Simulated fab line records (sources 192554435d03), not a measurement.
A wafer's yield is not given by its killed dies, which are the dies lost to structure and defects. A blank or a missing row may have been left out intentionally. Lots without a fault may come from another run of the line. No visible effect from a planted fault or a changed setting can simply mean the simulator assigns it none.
Chamber matching ; flow n5_finfet ; rie_diel-01 running N5_BEOL_M3_DESCUM_16: 4 sister chambers
The step chemistry O2, time 7 s. 8 wafers are shown with their chamber, then 8 later ones without.

## EACH WAFER AND ITS CHAMBER
wafer;chamber;throttle_valve_pct (%);showerhead_plenum_p_Torr (Torr)
L078.1;0;19.98;2.13
L082.3;2;20.06;2.11
L082.5;3;20.59;2.01
L082.6;2;20.07;2.11
L083.3;1;20.06;2.07
L083.4;3;20.59;2.01
L083.6;1;20.05;2.07
L092.1;0;20.02;2.12

## WAFERS WHOSE CHAMBER IS MISSING
wafer;throttle_valve_pct (%);showerhead_plenum_p_Torr (Torr)
L092.3;20.11;2.10
L092.4;20.09;2.07
L093.4;20.08;2.10
L093.5;20.64;2.00
L093.6;20.01;2.12
L097.2;20.10;2.06
L097.5;20.12;2.10
L097.6;20.10;2.06

## CHAMBER TAKEN BY EACH
wafer;from the rows above;in truth
L092.3;2;2
L092.4;1;1
L093.4;2;2
L093.5;3;3
L093.6;0;0
L097.2;1;1
L097.5;2;2
L097.6;1;1
Correctly placed: 8 of 8. Not placeable from these rows: 0. Placed wrongly: 0.
How it was worked out, from the rows above alone: a wafer's distance from a chamber is the root of the sum, over the readings, of the square of ((its reading less the chamber's mean) divided by the reading's scatter). The wafer belongs to the nearest chamber; if the next one is less than 2 further off, it can't be placed. The mean given for a chamber averages the wafers shown for that chamber. The scatter: take each reading less its chamber's mean, square it, sum over the shown wafers, divide by the number of wafers less the number of chambers, and take the root.
